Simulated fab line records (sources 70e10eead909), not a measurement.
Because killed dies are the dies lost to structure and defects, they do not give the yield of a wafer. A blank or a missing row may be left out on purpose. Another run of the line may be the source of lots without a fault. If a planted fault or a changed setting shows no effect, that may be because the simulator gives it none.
Matching of chambers -- flow nand_harc -- 4 sister chambers for NHARC_P_M2_ETCH_35 on rie_diel-13
The step etches the open film in N2/H2, target depth 40 nm, overetch 12 nm, time 43.94 s. 4 wafers are shown with their chamber, then 7 later ones without.

## WAFERS WITH THEIR CHAMBER
wafer,chamber,drypump_motor_current_A (A)
L804.3,1,5.9
L808.2,2,6.0
L812.1,0,6.8
L812.2,3,6.1

## WAFERS WITH NO CHAMBER GIVEN
wafer,drypump_motor_current_A (A)
L812.4,5.9
L814.3,6.8
L814.4,5.9
L814.5,6.1
L821.2,6.1
L821.5,5.8
L821.6,6.1

## WHICH CHAMBER EACH ONE RAN IN
wafer,from the rows above,in truth
L812.4,1,1
L814.3,0,0
L814.4,1,1
L814.5,3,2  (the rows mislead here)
L821.2,3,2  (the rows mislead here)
L821.5,1,1
L821.6,3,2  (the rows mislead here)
Correct placement for 4 of the 7. Number that these rows cannot place: 0. Wrongly placed: 3.
How it was worked out, from the rows above alone: a wafer's distance from a chamber is the root of the sum, over the readings, of the square of ((its reading less the chamber's mean) divided by the reading's scatter). The wafer belongs to the nearest chamber; if the next one is less than 2 further off, it can't be placed. For every chamber, the mean is computed from those of its wafers that are shown. The scatter (one wafer shown for each chamber): square how far every hidden wafer sits from the nearest shown wafer, average those squares and take the square root.
